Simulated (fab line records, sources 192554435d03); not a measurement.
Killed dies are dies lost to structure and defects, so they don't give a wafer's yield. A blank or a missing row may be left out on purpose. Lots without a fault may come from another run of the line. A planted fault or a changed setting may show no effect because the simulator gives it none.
Split-lot experiment | flow n5_finfet | 7 lots, 21 wafers read, on a route of 1938 steps

THE SPLIT
At N5_BEOL_M12_ETCH_68 (etches SOC in N2/H2, time 285 s), the setting time_s was moved away from the recipe's 285 s on 8 of the 21 wafers read, by -20.0% to +18.4%. The other wafers ran this setting at the recipe's value.

The reading is taken at the split's own step.

THE READING
SiARC_of_BEOL_M12_COAT_66.thk_nm (the simulator's own value, which no gauge read), in nm, at N5_BEOL_M12_ETCH_68 (etches SOC in N2/H2, time 285 s). The file gives no usual value for it. The 13 wafers here that ran the recipe average 86.2 nm, standard deviation 0.39 nm.

wafer  | tool, chamber at the split | time_s as run, s | against the recipe | SiARC_of_BEOL_M12_COAT_66.thk_nm, nm | against lot-mates on the recipe
L076.1 | rie_diel-01, 3             | 334.5            | +17.4%             | 81.6                                 | -4.8
L076.2 | rie_diel-01, 1             | 285              | recipe             | 86.2                                 | -
L076.4 | rie_diel-01, 1             | 285              | recipe             | 86.6                                 | -
L079.2 | rie_diel-02, 3             | 285              | recipe             | 86.6                                 | -
L079.5 | rie_diel-02, 1,0           | 285              | recipe             | 86                                   | -
L079.6 | rie_diel-02, 1,0           | 285              | recipe             | 86                                   | -
L080.1 | rie_diel-06, 0             | 285              | recipe             | 85.6                                 | -
L080.4 | rie_diel-06, 3             | 337.4            | +18.4%             | 82.2                                 | -3.4
L080.6 | rie_diel-06, 0             | 337.4            | +18.4%             | 81.2                                 | -4.4
L092.4 | rie_diel-02, 3             | 285              | recipe             | 86.4                                 | -
L092.5 | rie_diel-02, 2             | 285              | recipe             | 85.4                                 | -
L092.6 | rie_diel-02, 1             | 268.4            | -5.8%              | 87.2                                 | +1.3
L093.2 | rie_diel-01, 2             | 285              | recipe             | 85.8                                 | -
L093.3 | rie_diel-01, 3,0           | 322.3            | +13.1%             | 82.4                                 | -3.4
L093.4 | rie_diel-01, 3,0           | 322.3            | +13.1%             | 82.4                                 | -3.4
L094.4 | rie_diel-06, 2             | 285              | recipe             | 86                                   | -
L094.5 | rie_diel-06, 2             | 285              | recipe             | 86.6                                 | -
L094.6 | rie_diel-06, 1             | 285              | recipe             | 86.2                                 | -
L096.1 | rie_diel-06, 2             | 285              | recipe             | 86.6                                 | -
L096.2 | rie_diel-06, 3             | 228              | -20.0%             | 90.8                                 | +4.2
L096.4 | rie_diel-06, 0             | 228              | -20.0%             | 90.6                                 | +4.0
Where a row lists several chambers, the file gives one row for several wafers and doesn't say which wafer went through which chamber.

THE FIT
A straight line over all 21 wafers: SiARC_of_BEOL_M12_COAT_66.thk_nm changes by -0.244 nm for each +1% of time_s; r = -0.99; the points scatter about the line by 0.41 nm.
The same after taking each lot's own level away (the mean of its wafers on the recipe; 21 wafers): -0.225 nm for each +1%; r = -0.99; scatter 0.39 nm.
On that fit, the largest move of time_s shifts the reading by 4.5 nm.
The lots' own levels span 85.60 to 86.60 nm, that is 2.6 times the standard deviation above.
So the lot-to-lot level changes the slope little: the two slopes agree.
Check: with one of the wafers moved furthest among these (-20.0%) left out of the fit, the line predicts +4.46 nm for it against its lot-mates. It came out at +4.2 nm against them.

THE FILE'S OWN FIT
SiARC_of_BEOL_M12_COAT_66.thk_nm changes by -0.232 nm for each +1% of time_s, r = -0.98.
